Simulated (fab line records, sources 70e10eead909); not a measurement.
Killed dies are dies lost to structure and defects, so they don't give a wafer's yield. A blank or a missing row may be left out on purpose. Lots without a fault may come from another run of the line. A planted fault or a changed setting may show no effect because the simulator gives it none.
Chamber matching | flow nand_harc | NHARC_A_BLC_ETCH_18 on rie_diel-03: 4 sister chambers
The step etches the open film in C4F8/O2/Ar, target depth 910 nm. 4 wafers are shown with their chamber, then 7 later ones without.

WAFERS WITH THEIR CHAMBER
wafer  | chamber | rf_vpp_V (V)
L217.5 | 1       | 969
L220.3 | 2       | 972
L223.2 | 0       | 973
L223.3 | 3       | 979

WAFERS WITHOUT THEIR CHAMBER
wafer  | rf_vpp_V (V)
L223.5 | 970
L227.1 | 973
L227.3 | 979
L227.6 | 969
L233.2 | 972
L233.4 | 968
L233.5 | 978

WHICH CHAMBER EACH WENT THROUGH
wafer  | from the rows above     | in truth
L223.5 | can't be placed: 1 or 2 | 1
L227.1 | can't be placed: 0 or 2 | 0
L227.3 | 3                       | 3
L227.6 | 1                       | 1
L233.2 | can't be placed: 2 or 0 | 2
L233.4 | 1                       | 1
L233.5 | 3                       | 3
Placed correctly: 4 of 7. Can't be placed from these rows: 3 (the true chamber is among the candidates in 3). Placed wrongly: 0.
How it was worked out, from the rows above alone: a wafer's distance from a chamber is the root of the sum, over the readings, of the square of ((its reading less the chamber's mean) divided by the reading's scatter). The wafer belongs to the nearest chamber; if the next one is less than 2 further off, it can't be placed. A chamber's mean is the mean of its shown wafers. The scatter: with one shown wafer a chamber, the root of the mean of the squares of how far each hidden wafer lies from its nearest shown one.
